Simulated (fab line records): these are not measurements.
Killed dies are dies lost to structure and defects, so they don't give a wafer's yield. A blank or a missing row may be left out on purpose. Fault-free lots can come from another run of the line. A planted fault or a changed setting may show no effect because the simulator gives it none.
What tool caused it?    flow nand harc    13 lots, 39 wafers sampled, at 6 steps of a route of 1159

## WHAT THE GAUGES SHOWED, per wafer
NHARC_P_GATE_CD_MEAS_26: target cd 120 nm. Usual: 120.2 nm for cd nm, sd 0.63.
lot   measured      on         cd nm (nm)         flag
L703  day 4 18:34   cd sem-02  119.4 121.0 120.4  
L704  day 5 04:07   cd sem-02  121.3 121.5 120.5  
L707  day 5 14:41   cd sem-03  118.9 119.3 120.7  
L706  day 5 15:03   cd sem-03  120.0 118.9 120.5  
L708  day 5 21:55   cd sem-02  119.6 120.2 120.6  
L712  day 6 17:53   cd sem-03  120.3 120.3 119.6  
L718  day 7 23:32   cd sem-03  119.1 118.7 119.8  
L717  day 8 08:31   cd sem-03  120.4 120.6 120.1  
L720  day 9 00:08   cd sem-01  120.5 120.4 119.6  
L721  day 9 06:53   cd sem-01  119.7 119.4 118.7  
L723  day 9 15:37   cd sem-02  120.4 120.9 120.0  
L722  day 9 16:08   cd sem-03  120.3 120.4 120.1  
L725  day 10 05:07  cd sem-01  121.0 119.4 120.7  

NHARC_P_GATE_INSPECT_28. Usual: 6 for raw defect count, sd 3.1.
lot   measured      on                 raw defect count  flag
L703  day 4 18:43   defect inspect-01  13 9 7            
L704  day 5 04:14   defect inspect-02  2 4 4             
L707  day 5 14:49   defect inspect-01  5 5 5             
L706  day 5 15:11   defect inspect-02  7 2 3             
L708  day 5 22:03   defect inspect-01  8 2 4             
L712  day 6 18:00   defect inspect-01  3 4 4             
L718  day 7 23:40   defect inspect-01  3 5 4             
L717  day 8 08:38   defect inspect-01  2 4 5             
L720  day 9 00:16   defect inspect-02  10 10 7           
L721  day 9 06:59   defect inspect-02  10 3 2            
L723  day 9 15:45   defect inspect-02  4 5 8             
L722  day 9 16:16   defect inspect-01  7 7 3             
L725  day 10 05:14  defect inspect-02  7 3 7             

NHARC_P_GATE_CD_MEAS_46: target cd 720 nm. Usual: 720.2 nm for cd nm, sd 1.6.
lot   measured      on         cd nm (nm)                           flag
L703  day 5 06:41   cd sem-03  720.8 721.0 719.2                    
L704  day 5 18:25   cd sem-02  722.0 720.6 721.7                    
L707  day 6 02:38   cd sem-02  718.9 719.3 717.6                    
L706  day 6 02:58   cd sem-03  716.3 720.9 721.3                    
L708  day 6 10:19   cd sem-03  686.6 685.8 685.7 686.4 686.0 686.3  OFF
L712  day 7 05:57   cd sem-02  722.1 717.8 718.4                    
L718  day 8 11:31   cd sem-03  722.1 720.2 723.7                    
L717  day 8 20:26   cd sem-03  720.0 720.3 720.1                    
L720  day 9 12:14   cd sem-03  717.7 719.6 718.7                    
L721  day 9 21:03   cd sem-02  718.7 718.1 721.8                    
L723  day 10 03:49  cd sem-01  721.4 721.3 721.4                    
L722  day 10 04:05  cd sem-01  723.5 723.0 722.2                    
L725  day 10 17:04  cd sem-01  718.6 719.6 721.5                    

NHARC_END_SORT_01. Usual: killed at array 27, standard deviation 9.3; killed at other 0.9, standard deviation 1.3; killed at periphery 3.6, standard deviation 2.7; killed dies 31, standard deviation 9.7; killed open 3.3, standard deviation 1.8; killed short 2.0, standard deviation 1.5.
lot   measured      on         killed at array  killed at other  killed at periphery  killed dies  killed open  killed short  flag
L703  day 20 07:49  prober-02  25 28 28         0 1 0            5 5 5                30 34 33     7 2 2        2 3 2         
L704  day 20 06:17  prober-01  34 27 28         1 2 0            6 10 9               41 39 37     1 1 1        2 0 1         
L707  day 19 14:44  prober-01  29 12 15         1 1 3            5 5 6                35 18 24     4 1 2        0 2 2         
L706  day 20 14:55  prober-01  23 21 22         0 0 2            4 4 3                27 25 27     5 2 1        4 1 5         
L708  day 21 04:20  prober-02  16 12 17         2 2 0            2 2 4                20 16 21     4 5 3        1 2 4         
L712  day 21 00:43  prober-01  30 59 31         4 0 0            4 4 9                38 63 40     4 5 2        2 6 4         
L718  day 22 01:41  prober-02  19 23 17         0 0 0            4 3 2                23 26 19     4 5 3        2 2 1         
L717  day 23 04:49  prober-01  18 17 22         0 2 2            5 3 4                23 22 28     3 3 5        3 2 1         
L720  day 23 12:58  prober-01  19 30 24         1 3 2            0 4 1                20 37 27     1 4 2        1 4 0         
L721  day 23 15:26  prober-02  25 28 27         0 0 0            1 2 2                26 30 29     5 4 1        3 2 1         
L723  day 23 22:03  prober-02  46 54 43         0 0 0            3 3 0                49 57 43     3 7 0        1 1 2         
L722  day 24 06:12  prober-01  17 14 11         0 1 1            7 7 3                24 22 15     2 2 2        3 3 0         
L725  day 24 19:13  prober-02  37 45 29         5 1 5            1 1 0                43 47 34     2 2 3        2 1 1         

## WHICH TOOL RAN EACH LOT (tool, then ch and the chambers of the sampled wafers, then the start)
lot   NHARC_P_GATE_EXPOSE_43             NHARC_P_GATE_DESCUM_48
L703  krf scanner-02 ch 0, day 5 06:32   rie diel-07 ch 0,2,3, day 5 06:51
L704  krf scanner-04 ch 0, day 5 18:15   rie diel-01 ch 0,1,2, day 5 18:34
L707  krf scanner-03 ch 0, day 6 02:29   rie diel-03 ch 0,1,2, day 6 02:48
L706  krf scanner-04 ch 0, day 6 02:49   rie diel-03 ch 1,2,3, day 6 03:08
L708  krf scanner-03 ch 0, day 6 10:10   rie diel-01 ch 0,2,3, day 6 14:38
L712  krf scanner-02 ch 0, day 7 05:47   rie diel-01 ch 0,2, day 7 06:07
L718  krf scanner-04 ch 0, day 8 11:21   rie diel-07 ch 0,1, day 8 11:40
L717  krf scanner-02 ch 0, day 8 20:17   rie diel-01 ch 0,2,3, day 8 20:37
L720  krf scanner-03 ch 0, day 9 12:05   rie diel-07 ch 0,2,3, day 9 12:25
L721  krf scanner-04 ch 0, day 9 20:54   rie diel-03 ch 0,2,3, day 9 21:14
L723  krf scanner-03 ch 0, day 10 03:40  rie diel-07 ch 1,3, day 10 03:59
L722  krf scanner-02 ch 0, day 10 03:56  rie diel-07 ch 0,3, day 10 04:16
L725  krf scanner-03 ch 0, day 10 16:55  rie diel-03 ch 1,2,3, day 10 17:16
- NHARC_P_GATE_EXPOSE_43: exposes mask P NSD, target cd 720 nm.
- NHARC_P_GATE_DESCUM_48: chemistry O2, time 3 s.

## WHAT THE TOOLS THEMSELVES READ (means of the sampled wafers that have a number; where no wafer has one, the mark that the record gives instead)
NHARC_P_GATE_DESCUM_48. Usual: drypump motor current A 5.94 A, standard deviation 0.26; oes product au 0.997 a.u., standard deviation 0.01; rf vpp V 57.7 V, standard deviation 0.95; showerhead plenum p Torr 1.88 Torr, standard deviation 0.082; throttle valve pct 11.311 %, standard deviation 0.0089.
lot   tool         drypump motor current A (A)  oes product au (a.u.)  rf vpp V (V)  showerhead plenum p Torr (Torr)  throttle valve pct (%)  flag
L703  rie diel-07  5.87                         1.001                  58.4          1.87                             11.306                  
L704  rie diel-01  6.03                         0.998                  57.7          1.90                             11.314                  
L707  rie diel-03  6.06                         0.994                  57.2          1.83                             11.311                  
L706  rie diel-03  6.17                         0.995                  57.3          1.83                             11.310                  
L708  rie diel-01  5.81                         0.991                  57.8          1.88                             11.316                  
L712  rie diel-01  6.10                         0.990                  57.8          1.93                             11.300                  
L718  rie diel-07  5.82                         0.993                  57.8          1.99                             11.305                  
L717  rie diel-01  5.81                         0.999                  58.4          1.87                             11.322                  
L720  rie diel-07  5.87                         1.001                  57.8          1.87                             11.310                  
L721  rie diel-03  6.11                         0.993                  57.4          1.87                             11.311                  
L723  rie diel-07  5.67                         0.984                  57.7          1.98                             11.316                  
L722  rie diel-07  5.77                         1.002                  57.8          1.87                             11.305                  
L725  rie diel-03  6.18                         1.004                  57.6          1.82                             11.315                  

## THE ANSWER, worked out from the rows above alone
Rule: a lot is off if the mean of its wafers that have a number lies more than 3 standard deviations from the usual mean. Also off: a lot with no number at a reading for which 4 or more lots have one. Any other lot the step has rows for is counted as sound. After the gauges, taken in route order, come the tools' own readings; for these a lot's mean is taken, as printed above. At the first step where some lot is off, the reading lying furthest off is the one used; lots without a number count as furthest.
Off at NHARC_P_GATE_CD_MEAS_46 (cd nm): L708.
A tool fits if, at a process step before that reading, it ran every lot that is off, and no sound lot after the first of them. Those tools and the gauges at NHARC_P_GATE_CD_MEAS_46 are tried in the same way. No candidate that was tried fits.

## WHAT WAS PUT IN BY THE SIMULATOR
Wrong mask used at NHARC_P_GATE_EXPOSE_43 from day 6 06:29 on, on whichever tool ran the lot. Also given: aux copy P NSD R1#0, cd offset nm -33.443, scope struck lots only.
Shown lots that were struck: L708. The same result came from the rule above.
